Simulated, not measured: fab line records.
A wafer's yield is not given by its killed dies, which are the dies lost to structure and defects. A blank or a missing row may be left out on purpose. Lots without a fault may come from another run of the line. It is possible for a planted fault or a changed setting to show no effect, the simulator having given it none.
Split-lot study	flow n5-finfet	21 wafers read across 7 lots, on a route 1938 steps long

## ABOUT THE SPLIT
At N5_BEOL_M6_DESCUM_33 (chemistry O2, time 7 s), the setting time-s was moved away from the recipe's 7 s on 7 of the 21 wafers read, by -6.8% to +18.0%. All remaining wafers had this setting at the recipe value.

Reading taken at the split's own step.

## THE READING
CAR-EUV_of_BEOL_M6_COAT_22.thk-nm (the simulator's own value, which no gauge read), in nm, at N5_BEOL_M6_DESCUM_33 (chemistry O2, time 7 s). There is no usual value for it anywhere in the file. Average 26.1 nm, standard deviation 0.099 nm, over the 14 wafers here run with the recipe.

wafer	tool, chamber at the split	time-s as run, s	against the recipe	CAR-EUV_of_BEOL_M6_COAT_22.thk-nm, nm	against lot-mates on the recipe
L078.4	rie-diel-05, 0,1,2	7	recipe	26	-
L078.5	rie-diel-05, 0,1,2	7	recipe	26	-
L078.6	rie-diel-05, 0,1,2	7	recipe	26	-
L082.3	rie-diel-03, 1,2	6.526	-6.8%	26.2	+0.2
L082.4	rie-diel-03, 1,2	6.526	-6.8%	26.2	+0.2
L082.5	rie-diel-03, 2	7	recipe	26	-
L085.2	rie-diel-05, 0,3,3	7	recipe	26.2	-
L085.3	rie-diel-05, 0,3,3	7	recipe	26.2	-
L085.5	rie-diel-05, 0,3,3	7	recipe	26.2	-
L088.2	rie-diel-06, 2	7.866	+12.4%	25.8	-0.4
L088.3	rie-diel-06, 3	7	recipe	26.2	-
L088.6	rie-diel-06, 3	7.866	+12.4%	25.6	-0.6
L089.1	rie-diel-06, 1	7	recipe	26	-
L089.2	rie-diel-06, 0	7.652	+9.3%	25.6	-0.4
L089.5	rie-diel-06, 3	7.652	+9.3%	25.8	-0.2
L091.1	rie-diel-03, 3	7	recipe	26.2	-
L091.5	rie-diel-03, 3	7	recipe	26.2	-
L091.3	rie-diel-03, 2	7	recipe	26	-
L093.2	rie-diel-06, 1	7	recipe	26.2	-
L093.5	rie-diel-06, 1	7	recipe	26.2	-
L093.6	rie-diel-06, 2	8.26	+18.0%	25.4	-0.8
If several chambers appear in one row, that row covers several wafers at once and the file leaves open which wafer was in which chamber.

THE FIT
A straight line over all 21 wafers: CAR-EUV_of_BEOL_M6_COAT_22.thk-nm changes by -0.0343 nm for each +1% of time-s; r = -0.89; the points scatter about the line by 0.11 nm.
The same after taking each lot's own level away (the mean of its wafers on the recipe; 21 wafers): -0.0388 nm for each +1%; r = -0.96; scatter 0.07 nm.
On that fit, the largest move of time-s shifts the reading by 0.7 nm.
Measured against the standard deviation above, the lots' own levels, which go from 26.00 to 26.20 nm, span 2.0 times it.
Thus the slope moves with the lot-to-lot level: the two fits are different.
Check: for one of the wafers moved furthest among these (+18.0%), held out of the fit, the line's prediction against its lot-mates is -0.652 nm. Against them it came out at -0.8 nm.

## FILE'S OWN FIT
CAR-EUV_of_BEOL_M6_COAT_22.thk-nm changes by -0.0406 nm for each +1% of time-s, r = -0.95.
